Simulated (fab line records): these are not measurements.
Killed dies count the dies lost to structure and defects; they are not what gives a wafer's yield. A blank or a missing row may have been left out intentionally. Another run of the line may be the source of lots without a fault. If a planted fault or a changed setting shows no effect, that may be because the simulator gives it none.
Matching of chambers + flow nand-harc + 4 sister chambers for NHARC_A_SGD_CUT_DESCUM_14 on rie-diel-08
The step chemistry O2, time 3 s. 4 wafers are shown with their chamber, then 6 later ones without.

== WAFERS WITH THEIR CHAMBER ==
| wafer  | chamber | throttle-valve-pct (%) |
|--------|---------|------------------------|
| L544.5 | 2       | 11.298                 |
| L545.4 | 1       | 11.310                 |
| L547.2 | 0       | 11.323                 |
| L547.5 | 3       | 11.296                 |

== WAFERS WHOSE CHAMBER IS MISSING ==
| wafer  | throttle-valve-pct (%) |
|--------|------------------------|
| L550.1 | 11.297                 |
| L550.2 | 11.304                 |
| L550.5 | 11.312                 |
| L553.1 | 11.310                 |
| L553.3 | 11.318                 |
| L553.5 | 11.311                 |

== THE CHAMBER EACH PASSED THROUGH ==
| wafer  | from the rows above          | in truth                   |
|--------|------------------------------|----------------------------|
| L550.1 | can't be placed: 2 or 3      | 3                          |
| L550.2 | can't be placed: 1 or 2 or 3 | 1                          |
| L550.5 | 1                            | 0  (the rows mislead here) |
| L553.1 | 1                            | 1                          |
| L553.3 | can't be placed: 0 or 1      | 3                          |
| L553.5 | 1                            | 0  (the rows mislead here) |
Correctly placed: 1 of 6. From these rows, 3 cannot be placed; in 2 the true chamber is one of the candidates. Placed wrongly: 2.
How it was worked out, from the rows above alone: a wafer's distance from a chamber is the root of the sum, over the readings, of the square of ((its reading less the chamber's mean) divided by the reading's scatter). If the next closest chamber is less than 2 further off than the closest, the wafer can't be placed; otherwise it belongs to the closest. A chamber's mean is the mean of its shown wafers. The scatter: with one shown wafer a chamber, the root of the mean of the squares of how far each hidden wafer lies from its nearest shown one.
